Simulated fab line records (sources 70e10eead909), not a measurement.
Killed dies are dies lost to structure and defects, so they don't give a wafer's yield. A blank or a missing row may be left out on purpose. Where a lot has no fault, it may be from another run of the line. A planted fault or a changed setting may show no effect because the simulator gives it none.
Chamber matching	flow nand-harc	rie-diel-09 running NHARC_A_M0_ETCH_34: 4 sister chambers
The step etches the open film in N2/H2, target depth 40 nm, overetch 12 nm, time 43.94 s. 4 wafers are shown with their chamber, then 7 later ones without.

WAFERS PAIRED WITH THEIR CHAMBERS
wafer	chamber	rf-vpp-V (V)
L083.2	0	426
L083.3	1	428
L084.1	3	434
L084.3	2	431

WAFERS MISSING THEIR CHAMBER
wafer	rf-vpp-V (V)
L084.5	433
L092.1	434
L092.3	428
L092.6	434
L095.1	424
L095.2	428
L095.5	427

THE CHAMBER EACH PASSED THROUGH
wafer	from the rows above	in truth
L084.5	can't be placed: 3 or 2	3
L092.1	3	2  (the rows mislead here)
L092.3	1	1
L092.6	3	3
L095.1	0	0
L095.2	1	1
L095.5	can't be placed: 0 or 1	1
Placed correctly: 4 of 7. Unplaceable from these rows: 2, with the true chamber sitting among the candidates in 2. Number placed wrongly: 1.
How it was worked out, from the rows above alone: a wafer's distance from a chamber is the root of the sum, over the readings, of the square of ((its reading less the chamber's mean) divided by the reading's scatter). If the next closest chamber is less than 2 further off than the closest, the wafer can't be placed; otherwise it belongs to the closest. The mean given for a chamber averages the wafers shown for that chamber. The scatter (one wafer shown for each chamber): square how far every hidden wafer sits from the nearest shown wafer, average those squares and take the square root.
